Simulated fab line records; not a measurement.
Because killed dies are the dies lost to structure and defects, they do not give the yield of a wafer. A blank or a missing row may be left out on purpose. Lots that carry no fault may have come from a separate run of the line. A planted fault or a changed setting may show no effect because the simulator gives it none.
fab line records	flow n5_finfet	part 2 of 2: steps 18 to 27 of 27
[record] lots = 5	wafers = 15	last_day = 16
route steps=1938 shown PASS1_CAP@1873 TV_LITHO@1875 TV_OPEN@1887 PAD_METAL@1893 PASSIVATION@1897
lots untouched by any fault: they come from a run of this same line in which no faults occurred
start_h: hours from the record's opening day to when the first of the lot's shown wafers began	wait_h: hours from the lot's prior step to this one	" as in the row above	L1.1+2: a row that stands for several wafers	- value missing, or start not given	* or withheld: withheld	< > ~ a bound
route shown NAME@n: NAME is a module with steps in the file, n the number in the route of the first one	usual: mean/standard deviation taken from wafers without a fault	same: alike in all rows	chamber/n: place in a boat	sites: each site's reading	_std_site: standard deviation across them	_edge_site: outer sites' mean less inner sites'	radius_mm: how far each site lies from the wafer's centre	mask NAME#n: copy n	behind: the most recent tool/chamber to have shaped the wafer	hold: reason for holding the lot/hours on hold/outcome of the hold	device: which transistor (n, p or np) failed to switch	end of line: the route-end tests of the same wafers	step lacking rows: just its recipe	killed: at the first sort, the dies lost to defects and structure; wafer yield is something else	map: per-die view of a wafer (x killed, . not killed, _ where there is no die)
set.NAME: the run value of the setting; set.NAME@STEP: its run value at that earlier step	model.NAME: the simulator's own value behind a step, which no gauge read
lots seen at some steps along the route; tables by step, rows by wafer
services: when a tool's chamber went out of use (start_h, in hours from the record's first day, below 0 if earlier), for how many hours, and the reason
[[steps]]
[step N5_PASSIVATION_ETCH_15]
[recipe] chemistry = CF4/N2	target = SiCN	target_depth_a = 750	taper_deg = 2	time_s = 81.2	ion_energy_ev = 150	mask_material = SiNx	pressure_mtorr = 40	source_w = 430	bias_w = 70	Ar_flow_sccm = 100	cf4_flow_sccm = 60	n2_flow_sccm = 60
[usual] cf4_flow_sccm = 59.98/0.19	drypump_motor_current_A = 5.8/0.56	oes_product_au = 0.78/0.077	rf_vpp_V = 382.7/1.8	showerhead_plenum_p_Torr = 2.22/0.065	throttle_valve_pct = 15.40/0.29
lot.wafer	tool	chamber	start_h	wait_h	cf4_flow_sccm	drypump_motor_current_A	oes_product_au	rf_hours_counter_h	rf_vpp_V	showerhead_plenum_p_Torr	throttle_valve_pct
L074.2	rie_diel-04	3	-	-	59.85	5.7	0.96	20	383.4	2.25	14.84
L074.4	"	2	"	"	59.62	5.7	0.71	-	385.1	2.28	15.83
L074.5	"	0	"	"	59.81	5.6	0.70	-	381.0	2.18	15.84
L078.3	rie_diel-02	3	-	-	60.07	6.6	0.86	65	384.6	2.32	15.35
L078.4	"	2	"	"	60.24	6.6	0.83	59	383.4	2.25	14.99
L078.5	"	1	"	"	60.32	5.4	0.81	-	384.2	2.22	15.13
L086.3	rie_diel-03	2	-	-	59.86	5.0	0.74	152	382.9	2.20	15.62
L086.4	"	3	"	"	60.17	5.6	0.82	84	385.6	2.32	15.24
L086.6	"	2	"	"	60.08	5.0	0.74	-	381.1	2.20	15.62
L089.1	rie_diel-04	1	-	-	59.86	6.3	0.71	231	384.0	2.27	15.32
L089.3	"	0	"	"	59.98	5.6	0.69	226	381.2	2.18	15.87
L089.5	"	1	"	"	59.87	6.3	0.70	-	382.7	2.27	15.31
L092.3	rie_diel-03	1	-	-	59.61	6.0	0.69	230	380.4	2.09	15.73
L092.5	"	3	"	"	59.88	5.6	0.81	-	384.4	2.32	15.24
L092.6	"	2	"	"	59.72	5.0	0.73	-	381.0	2.20	15.65
[step N5_PASSIVATION_STRIP_73]
[recipe] chemistry = post_etch_residue_remover	time_s = 60	temp_c = 25	remover_ph = withheld	remover_water_wt_pct = withheld	remover_fluoride_wt_pct = withheld
lot.wafer	tool	chamber	start_h	wait_h
L074.2+4+5	wet_bench-02	3,1,6	264.97	-
L078.3+4+5	wet_bench-02	7,4,6	295.84	-
L086.3+4+6	wet_bench-02	5,6,7	339.96	-
L089.1+3+5	wet_bench-03	0,5,4	355.79	-
L092.3+5+6	wet_bench-05	6,4,7	376.40	-
[step N5_PASSIVATION_SRD_17]
[recipe] time_s = 30	temp_c = 23	rinse_liquid = diw	dry = n2_spin	spin_rpm = 1500	dry_time_s = 30
[usual] bath_heat_duty_pct = 3.5/0.49
lot.wafer	tool	chamber	start_h	wait_h	bath_heat_duty_pct
L074.2	wet_bench-02	3	264.99	0.0	2.5
L074.4	"	1	"	"	3.8
L074.5	"	6	"	"	3.5
L078.3	wet_bench-02	7	295.88	0.0	3.5
L078.4	"	4	"	"	3.5
L078.5	"	6	"	"	4.1
L086.3	wet_bench-02	5	339.98	0.0	3.6
L086.4	"	6	"	"	2.9
L086.6	"	7	"	"	3.3
L089.1	wet_bench-03	0	355.81	0.0	3.6
L089.3	"	5	"	"	3.8
L089.5	"	4	"	"	4.2
L092.3	wet_bench-05	6	376.42	0.0	3.7
L092.5	"	4	"	"	3.4
L092.6	"	7	"	"	3.4
[step N5_PASSIVATION_DEGAS_18]
[recipe] ambient = vacuum	temp_c = 300	time_s = 60
[usual] heater_power_w = 449/48	susceptor_temp_C = 300.05/0.19
lot.wafer	tool	chamber	start_h	wait_h	heater_power_w	susceptor_temp_C
L074.2	pvd_sputter-02	-	265.75	0.7	455	299.99
L074.4	"	-	"	"	357	299.85
L074.5	"	-	"	"	441	299.85
L078.3	pvd_sputter-03	-	297.25	1.3	453	299.63
L078.4	"	-	"	"	415	299.80
L078.5	"	-	"	"	424	300.19
L086.3	pvd_sputter-02	-	340.48	0.5	459	299.99
L086.4	"	-	"	"	560	300.02
L086.6	"	-	"	"	570	300.37
L089.1	pvd_sputter-02	-	355.90	0.1	449	299.78
L089.3	"	-	"	"	559	300.05
L089.5	"	-	"	"	439	299.87
L092.3	pvd_sputter-02	-	376.48	0.0	552	299.93
L092.5	"	-	"	"	459	300.10
L092.6	"	-	"	"	448	300.07
[step N5_PASSIVATION_PRE_CLEAN_19]
[recipe] gas = H2/He	time_s = *	temp_c = *
[usual] heater_power_w = 450/49	susceptor_temp_C = *
lot.wafer	tool	chamber	start_h	wait_h	heater_power_w	susceptor_temp_C
L074.2	pvd_sputter-02	-	265.79	0.0	459	*
L074.4	"	-	"	"	362	*
L074.5	"	-	"	"	439	*
L078.3	pvd_sputter-03	-	297.29	0.0	462	*
L078.4	"	-	"	"	425	*
L078.5	"	-	"	"	424	*
L086.3	pvd_sputter-02	-	340.52	0.0	459	*
L086.4	"	-	"	"	554	*
L086.6	"	-	"	"	560	*
L089.1	pvd_sputter-02	-	355.94	0.0	436	*
L089.3	"	-	"	"	562	*
L089.5	"	-	"	"	433	*
L092.3	pvd_sputter-02	-	376.52	0.0	564	*
L092.5	"	-	"	"	452	*
L092.6	"	-	"	"	433	*
[step N5_PASSIVATION_SPUTTER_20]
[recipe] material = TaN	target_thk_a = 500	temp_c = 25	chamber_pressure_pa = 0.4
[usual] susceptor_temp_C = 25.01/0.11	throttle_valve_pct = 30.0/1.5
lot.wafer	tool	chamber	start_h	wait_h	susceptor_temp_C	throttle_valve_pct
L074.2	pvd_sputter-02	-	265.83	0.0	25.00	28.4
L074.4	"	-	"	"	25.05	32.5
L074.5	"	-	"	"	24.96	30.9
L078.3	pvd_sputter-03	-	297.33	0.0	24.99	28.6
L078.4	"	-	"	"	24.99	31.5
L078.5	"	-	"	"	24.87	27.4
L086.3	pvd_sputter-02	-	340.56	0.0	25.17	28.4
L086.4	"	-	"	"	25.19	29.1
L086.6	"	-	"	"	25.08	29.1
L089.1	pvd_sputter-02	-	355.98	0.0	24.93	30.8
L089.3	"	-	"	"	25.06	29.0
L089.5	"	-	"	"	24.91	31.0
L092.3	pvd_sputter-02	-	376.56	0.0	25.01	29.1
L092.5	"	-	"	"	24.92	28.5
L092.6	"	-	"	"	25.06	30.9
[step N5_PASSIVATION_AL_DEP_21]
[recipe] material = Al	target_thk_a = 28000	temp_c = 400	time_s = 170	power_w = 30000	chamber_pressure_pa = 0.4	gas = Ar
[usual] cathode_dc_power_W = 30000/5.2	susceptor_temp_C = 400.01/0.22	throttle_valve_pct = 30.0/1.5
lot.wafer	tool	chamber	start_h	wait_h	cathode_dc_power_W	susceptor_temp_C	throttle_valve_pct
L074.2	pvd_sputter-02	-	265.93	0.1	30000	399.67	28.3
L074.4	"	-	"	"	29994	400.12	32.8
L074.5	"	-	"	"	30001	399.64	30.9
L078.3	pvd_sputter-03	-	297.43	0.1	29996	400.34	28.7
L078.4	"	-	"	"	29999	399.94	31.6
L078.5	"	-	"	"	29998	400.30	27.7
L086.3	pvd_sputter-02	-	340.66	0.1	29995	400.12	28.4
L086.4	"	-	"	"	29986	400.02	29.1
L086.6	"	-	"	"	29994	399.99	29.1
L089.1	pvd_sputter-02	-	356.08	0.1	30003	399.81	31.0
L089.3	"	-	"	"	29997	399.68	29.2
L089.5	"	-	"	"	30001	399.87	31.0
L092.3	pvd_sputter-02	-	376.66	0.1	29997	399.96	29.5
L092.5	"	-	"	"	29998	400.35	28.6
L092.6	"	-	"	"	29997	399.64	31.2
[step N5_PASSIVATION_HMDS_23]
[recipe] time_s = 60	temp_c = 120
[usual] chill_plate_temp_C = 23.00/0.11
lot.wafer	tool	chamber	start_h	wait_h	chill_plate_temp_C
L074.2	litho_track-02	0	266.12	0.1	22.91
L074.4	"	0	"	"	22.97
L074.5	"	0	"	"	23.11
L078.3	litho_track-03	0	297.61	0.1	23.22
L078.4	"	0	"	"	23.19
L078.5	"	0	"	"	23.15
L086.3	litho_track-02	0	340.85	0.1	22.83
L086.4	"	0	"	"	22.74
L086.6	"	0	"	"	22.78
L089.1	litho_track-02	0	356.26	0.1	23.03
L089.3	"	0	"	"	23.04
L089.5	"	0	"	"	22.92
L092.3	litho_track-02	0	376.85	0.1	23.00
L092.5	"	0	"	"	22.92
L092.6	"	0	"	"	23.12
[step N5_PASSIVATION_COAT_24]
[recipe] spin_rpm = 3000	resist_thk_nm = withheld
[usual] chill_plate_temp_C = 23.01/0.1	spin_speed_rpm = 3000.4/2.3
lot.wafer	tool	chamber	start_h	wait_h	chill_plate_temp_C	spin_speed_rpm
L074.2	litho_track-02	0	-	-	23.10	3005.8
L074.4	"	0	"	"	23.11	2998.2
L074.5	"	0	"	"	23.28	3000.0
L078.3	litho_track-03	0	-	-	23.14	2995.5
L078.4	"	0	"	"	23.20	3001.1
L078.5	"	0	"	"	23.19	2999.6
L086.3	litho_track-02	0	-	-	23.04	2999.9
L086.4	"	0	"	"	23.07	3000.1
L086.6	"	0	"	"	22.96	2997.4
L089.1	litho_track-02	0	-	-	22.96	2998.4
L089.3	"	0	"	"	22.92	2998.1
L089.5	"	0	"	"	23.13	2998.4
L092.3	litho_track-02	0	-	-	22.93	3003.3
L092.5	"	0	"	"	23.01	3002.9
L092.6	"	0	"	"	22.99	3002.2
[step N5_PASSIVATION_EBR_26]
[recipe] solvent = PGMEA	ebr_width_mm = 1.5
[usual] chill_plate_temp_C = 23.02/0.11
lot.wafer	tool	chamber	start_h	wait_h	chill_plate_temp_C
L074.2	litho_track-02	0	-	-	22.90
L074.4	"	0	"	"	23.20
L074.5	"	0	"	"	23.06
L078.3	litho_track-03	0	-	-	23.08
L078.4	"	0	"	"	23.07
L078.5	"	0	"	"	23.15
L086.3	litho_track-02	0	-	-	23.05
L086.4	"	0	"	"	23.06
L086.6	"	0	"	"	23.16
L089.1	litho_track-02	0	-	-	23.03
L089.3	"	0	"	"	23.00
L089.5	"	0	"	"	22.99
L092.3	litho_track-02	0	-	-	22.94
L092.5	"	0	"	"	22.98
L092.6	"	0	"	"	22.96
[[services]]
tool	chamber	start_h	hours	kind
litho_track-02	-	251.69	-	consumable_replace:filter
krf_scanner-02	-	259.70	1.0	pm
rie_diel-04	1	264.02	3.2	repair
rie_diel-02	1	266.25	1.6	repair
krf_scanner-01	-	266.79	1.0	pm
krf_scanner-02	-	269.97	7.2	pm
litho_track-02	-	274.30	-	consumable_replace:filter
wet_bench-03	-	281.11	0.9	repair
krf_scanner-02	-	293.83	0.8	pm
pecvd-01	-	294.03	5.5	pm
krf_scanner-02	-	295.49	3.6	pm
rie_diel-04	-	301.12	28.1	pm
litho_track-05	-	304.24	-	consumable_replace:filter
rie_diel-02	0	307.62	3.9	repair
litho_track-05	-	316.45	-	consumable_replace:filter
krf_scanner-01	-	317.95	0.8	pm
litho_track-05	-	333.42	-	consumable_replace:filter
rie_diel-02	0	333.52	-	clean
pvd_sputter-02	-	335.00	4.1	repair
pecvd-01	-	343.79	2.8	pm
krf_scanner-02	-	349.64	1.3	pm
rie_diel-03	3	356.86	1.3	repair
krf_scanner-01	-	358.14	0.6	repair
krf_scanner-01	-	364.94	1.3	pm
